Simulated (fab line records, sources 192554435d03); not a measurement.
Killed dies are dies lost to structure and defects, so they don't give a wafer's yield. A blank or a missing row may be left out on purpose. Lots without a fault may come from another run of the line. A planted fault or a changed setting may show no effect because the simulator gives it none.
Which tool did it? | flow n5_finfet | 11 lots, 33 wafers sampled, at 3 steps of a route of 1938

WHAT THE GAUGES READ, wafer by wafer
N5_MIM_TOP_LITHO_CD_MEAS_08: target cd 2000 nm. Usual: cd_nm 1999.5 nm, standard deviation 2.9.
lot  | measured     | on        | cd_nm (nm)           | flag
L757 | day 14 12:20 | cd_sem-02 | 1997.6 1999.8 1994.4 |
L758 | day 15 03:49 | cd_sem-01 | 2005.3 2002.5 2003.9 |
L759 | day 15 11:38 | cd_sem-02 | 1996.6 2001.8 2000.1 |
L761 | day 16 12:08 | cd_sem-01 | 1997.9 2003.0 1998.8 |
L768 | day 17 12:22 | cd_sem-03 | 1998.7 1999.8 2002.7 |
L769 | day 18 11:43 | cd_sem-02 | 2002.2 2002.4 2001.3 |
L773 | day 18 17:28 | cd_sem-03 | 2002.6 1998.9 2002.1 |
L775 | day 19 08:40 | cd_sem-02 | 1995.1 1995.7 2001.3 |
L774 | day 19 23:31 | cd_sem-02 | 2000.8 1994.9 1998.4 |
L779 | day 20 10:10 | cd_sem-02 | 1999.7 1998.9 1999.4 |
L777 | day 21 18:26 | cd_sem-01 | 1996.9 1996.1 1998.2 |

WHICH TOOL RAN EACH LOT (tool, then ch and the chambers of the sampled wafers, then the start)
lot  | N5_BEOL_M6_ETCH_66                 | N5_MIM_TOP_ALD_00
L757 | rie_diel-05 ch 1,3, day 11 09:20   | ald_hk-01 ch 1,2,3, day 14 10:47
L758 | rie_diel-01 ch 1,2,3, day 12 06:13 | ald_hk-01 ch 1,2,3, day 15 02:56
L759 | rie_diel-05 ch 0,1,2, day 12 10:07 | ald_hk-01 ch 1,2, day 15 10:22
L761 | rie_diel-05 ch 0,1,3, day 13 05:23 | ald_hk-02 ch 1,2,3, day 16 10:55
L768 | rie_diel-04 ch 0,1, day 14 04:13   | ald_hk-02 ch 0,2,3, day 17 10:03
L769 | rie_diel-01 ch 0,2, day 15 05:36   | ald_hk-03 ch 1,2, day 18 08:52
L773 | rie_diel-04 ch 0,1,2, day 15 07:21 | ald_hk-01 ch 0,2,3, day 18 14:14
L775 | rie_diel-04 ch 0,1,3, day 16 07:34 | ald_hk-03 ch 0,1,2, day 19 07:40
L774 | rie_diel-04 ch 0,1,2, day 16 20:19 | ald_hk-02 ch 0,1,2, day 19 22:38
L779 | rie_diel-04 ch 0,1,2, day 17 07:56 | ald_hk-02 ch 1,2,3, day 20 07:06
L777 | rie_diel-01 ch 2,3, day 18 12:57   | ald_hk-03 ch 0,2, day 21 16:55
- N5_BEOL_M6_ETCH_66: etches SOC in N2/H2, target depth 80 nm, overetch 16 nm, time 120 s.
- N5_MIM_TOP_ALD_00: deposits Al2O3, purge time 3 s, co reactant pulse time 3 s.

WHAT THE TOOLS THEMSELVES READ (means of the sampled wafers that have a number; where no wafer has one, the mark that the record gives instead)
N5_BEOL_M6_ETCH_66. Usual: drypump_motor_current_A 5.7 A, standard deviation 0.56; oes_product_au 0.62 a.u., standard deviation 0.056; rf_vpp_V 523.7 V, standard deviation 2; showerhead_plenum_p_Torr 2.53 Torr, standard deviation 0.066; throttle_valve_pct 17.57 %, standard deviation 0.24.
lot  | tool        | drypump_motor_current_A (A) | oes_product_au (a.u.) | rf_vpp_V (V) | showerhead_plenum_p_Torr (Torr) | throttle_valve_pct (%) | flag
L757 | rie_diel-05 | 5.6                         | 0.67                  | 521.9        | 2.48                            | 17.54                  |
L758 | rie_diel-01 | 5.3                         | 0.63                  | 526.0        | 2.62                            | 17.61                  |
L759 | rie_diel-05 | 5.7                         | 0.60                  | 522.9        | 2.51                            | 17.52                  |
L761 | rie_diel-05 | 5.6                         | 0.63                  | 523.4        | 2.50                            | 17.58                  |
L768 | rie_diel-04 | 6.0                         | 0.67                  | 523.8        | 2.51                            | 17.46                  |
L769 | rie_diel-01 | 5.3                         | 0.62                  | 526.2        | 2.63                            | 17.47                  |
L773 | rie_diel-04 | 5.7                         | 0.61                  | 523.2        | 2.52                            | 17.60                  |
L775 | rie_diel-04 | 6.2                         | 0.66                  | 524.5        | 2.54                            | 17.53                  |
L774 | rie_diel-04 | 5.7                         | 0.60                  | 523.2        | 2.52                            | 17.61                  |
L779 | rie_diel-04 | 5.7                         | 0.60                  | 523.7        | 2.52                            | 17.62                  |
L777 | rie_diel-01 | 5.5                         | 0.60                  | 523.2        | 2.53                            | 17.52                  |

N5_MIM_TOP_ALD_00. Usual: precursor_pulse_height_rel 0.999, standard deviation 0.02.
lot  | tool      | precursor_pulse_height_rel | flag
L757 | ald_hk-01 | 0.996                      |
L758 | ald_hk-01 | 0.997                      |
L759 | ald_hk-01 | 0.991                      |
L761 | ald_hk-02 | 1.015                      |
L768 | ald_hk-02 | 1.023                      |
L769 | ald_hk-03 | 0.992                      |
L773 | ald_hk-01 | 0.984                      |
L775 | ald_hk-03 | 0.983                      |
L774 | ald_hk-02 | 1.002                      |
L779 | ald_hk-02 | 1.028                      |
L777 | ald_hk-03 | 0.967                      |

THE ANSWER, worked out from the rows above alone
Rule: a lot is off if the mean of its wafers that have a number lies more than 3 standard deviations from the usual mean. A lot without any number at a reading at which 4 lots or more have one is off too. The other lots that the step has rows for count as sound. The gauges are gone through in route order, then the tools' own readings, and for those a lot's mean is taken as printed above. The first step at which some lot is off is used, and at that step the reading that is off furthest; a lot without a number counts as furthest.
No lot is off at any reading shown: from this, nothing can be told.

WHAT THE SIMULATOR HAD PUT IN
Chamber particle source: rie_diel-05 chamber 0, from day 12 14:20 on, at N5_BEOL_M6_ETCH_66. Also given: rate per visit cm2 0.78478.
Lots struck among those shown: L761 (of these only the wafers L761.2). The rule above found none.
